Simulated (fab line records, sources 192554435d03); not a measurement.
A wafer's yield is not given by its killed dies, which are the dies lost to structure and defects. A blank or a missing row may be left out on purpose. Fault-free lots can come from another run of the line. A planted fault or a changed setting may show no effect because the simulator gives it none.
Lot-split experiment	flow n5_finfet	on a route of 1938 steps: 7 lots, 21 wafers read

== SPLIT DETAILS ==
At N5_FIN_SAQP_PEB_14 (peb time 60 s), the setting peb_time_s was moved away from the recipe's 60 s on 9 of the 21 wafers read, by +6.7% to +21.1%. This setting was run at the recipe's value on the other wafers.

== SPLIT TO READING: what lies between them in the file, 1 step ==
- N5_FIN_SAQP_DEVELOP_15: develop time 30 s

== THE READING ==
At N5_FIN_SAQP_CD_MEAS_16: cd_nm in nanometres, against a target cd of 35.6 nm. On this fab line, fault-free wafers typically give 35.6 nm with a standard deviation of 0.34 nm.

wafer	tool, chamber at the split	peb_time_s as run, s	against the recipe	cd_nm, nm	against lot-mates on the recipe
L076.4	litho_track-04, 0	60	recipe	35.8	-
L076.5	litho_track-04, 0	66.58	+11.0%	34.3	-1.5
L076.6	litho_track-04, 0	66.58	+11.0%	34.1	-1.7
L079.2	litho_track-04, 0	60	recipe	35.9	-
L079.3	litho_track-04, 0	72.66	+21.1%	33.6	-2.3
L079.4	litho_track-04, 0	72.66	+21.1%	33.5	-2.4
L080.1	litho_track-04, 0	64.01	+6.7%	34.1	-1.4
L080.3	litho_track-04, 0	60	recipe	35.5	-
L080.6	litho_track-04, 0	64.01	+6.7%	34.8	-0.7
L084.1	litho_track-04, 0	68.4	+14.0%	34.1	-2.0
L084.2	litho_track-04, 0	68.4	+14.0%	33.6	-2.5
L084.4	litho_track-04, 0	60	recipe	36.1	-
L087.2	litho_track-04, 0	60	recipe	35.4	-
L087.3	litho_track-04, 0	60	recipe	35.3	-
L087.4	litho_track-04, 0	60	recipe	35.4	-
L088.3	litho_track-01, 0	60	recipe	34.8	-
L088.4	litho_track-01, 0	64.46	+7.4%	33.9	-1.1
L088.5	litho_track-01, 0	60	recipe	35.2	-
L092.1	litho_track-04, 0	60	recipe	35.5	-
L092.2	litho_track-04, 0	60	recipe	35.7	-
L092.3	litho_track-04, 0	60	recipe	35.3	-

THE FIT
A straight line over all 21 wafers: cd_nm changes by -0.104 nm for each +1% of peb_time_s; r = -0.90; the points scatter about the line by 0.38 nm.
The same after taking each lot's own level away (the mean of its wafers on the recipe; 21 wafers): -0.128 nm for each +1%; r = -0.96; scatter 0.27 nm.
That fit puts the effect of the largest move of peb_time_s on the reading at 2.7 nm.
From 35.00 to 36.10 nm: that is the span of the lots' own levels, equal to 3.2 times the standard deviation above.
So the lot-to-lot level changes the slope: the two fits differ.
Check: with one of the wafers moved furthest among these (+21.1%) left out of the fit, the line predicts -2.93 nm for it against its lot-mates. Against them it came out at -2.3 nm.

== OTHER SPLITS ON THESE WAFERS ==
Note: prior to the reading, these wafers also went through further splits. Each is held against what the fit with the lots' levels taken away leaves over:
other split on the same wafers	wafers away from the commonest value	r with cd_nm (lot level and that fit taken away)
N5_WELL_APT_COAT_02 spin_rpm	5	+0.46
N5_WELL_APT_PEB_06 peb_time_s	4	+0.30
N5_WELL_APT_COAT_19 spin_rpm	6	+0.06
N5_WELL_APT_PEB_23 peb_temp_c	4	+0.38

== FILE'S OWN FIT ==
cd_nm changes by -0.133 nm for each +1% of peb_time_s, r = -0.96.
